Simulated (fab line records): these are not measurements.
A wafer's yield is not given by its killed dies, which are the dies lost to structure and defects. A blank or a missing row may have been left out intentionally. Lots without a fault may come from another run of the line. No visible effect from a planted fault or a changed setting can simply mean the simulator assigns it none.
2 desks looking at one fault | flow nand_harc | each desk has only its own numbers; what lay behind them comes last

== TOOL OWNER'S DESK, rie_diel-09 ==
The tool's own readings at NHARC_A_CHANNEL_FILL_D1_STRIP_28 (strips in O2, time 20 s): means of the sampled wafers that have a number, for each lot that ran on this tool. If a lot's mean is further than 4 standard deviations from the usual mean, the lot is out of limits and carries the mark OUT (the distance appears in the brackets).
Columns: A = drypump_motor_current_A at NHARC_A_CHANNEL_FILL_D1_STRIP_28, usual 5.7 A; B = oes_product_au at NHARC_A_CHANNEL_FILL_D1_STRIP_28, usual 0.998 a.u.; C = rf_vpp_V at NHARC_A_CHANNEL_FILL_D1_STRIP_28, usual 57.6 V; D = showerhead_plenum_p_Torr at NHARC_A_CHANNEL_FILL_D1_STRIP_28, usual 3.51 Torr; E = throttle_valve_pct at NHARC_A_CHANNEL_FILL_D1_STRIP_28, usual 17.037 %
lot  | first seen here | A   | B     | C    | D    | E
L341 | day 10 12:35    | 5.9 | 0.990 | 58.8 | 3.57 | 17.047
L345 | day 11 14:26    | 5.7 | 0.990 | 58.1 | 3.48 | 17.041
L346 | day 11 21:45    | 6.0 | 0.998 | 57.3 | 3.68 | 17.037
L347 | day 12 09:32    | 5.7 | 1.000 | 58.4 | 3.54 | 17.038
L348 | day 13 05:08    | 5.5 | 0.999 | 57.1 | 3.43 | 17.038
L351 | day 14 06:26    | 5.8 | 1.006 | 57.6 | 3.55 | 17.033
L352 | day 14 18:59    | 5.7 | 0.992 | 58.7 | 3.44 | 17.040
L363 | day 18 23:05    | 5.8 | 1.002 | 57.2 | 3.55 | 17.033
L364 | day 19 19:41    | 5.9 | 0.992 | 57.3 | 3.60 | 17.036
This desk found nothing out of limits on any of the 9 lots.

== AT THE METROLOGY DESK ==
What the gauges read, lot by lot, whatever tool the lot ran on: means of the sampled wafers that have a number. If a lot's mean is further than 4 standard deviations from the usual mean, the lot is out of limits and carries the mark OUT (the distance appears in the brackets).
Columns: A = thk_nm at NHARC_A_BONDPAD_THK_MEAS_30, usual 200.1 nm
lot  | first seen here | A
L341 | day 23 14:41    | 200.3
L345 | day 24 08:43    | 200.1
L346 | day 24 08:51    | 200.2
L347 | day 25 05:54    | 198.8
L349 | day 26 12:03    | 198.6
L348 | day 26 15:45    | 200.7
L350 | day 27 00:42    | 197.8
L351 | day 28 02:25    | 199.4
L353 | day 28 05:09    | 199.7
L352 | day 28 08:00    | 199.6
L354 | day 28 09:47    | 198.9
L360 | day 31 06:32    | 198.7
L363 | day 32 00:50    | 199.2
L364 | day 32 19:51    | 197.9
This desk found nothing out of limits on any of the 14 lots.

== TAKEN TOGETHER ==
Nothing out of limits was seen by the tool owner's desk.
From the metrology desk's view, nothing was out of limits.

== WHAT THE SIMULATOR PUT IN ==
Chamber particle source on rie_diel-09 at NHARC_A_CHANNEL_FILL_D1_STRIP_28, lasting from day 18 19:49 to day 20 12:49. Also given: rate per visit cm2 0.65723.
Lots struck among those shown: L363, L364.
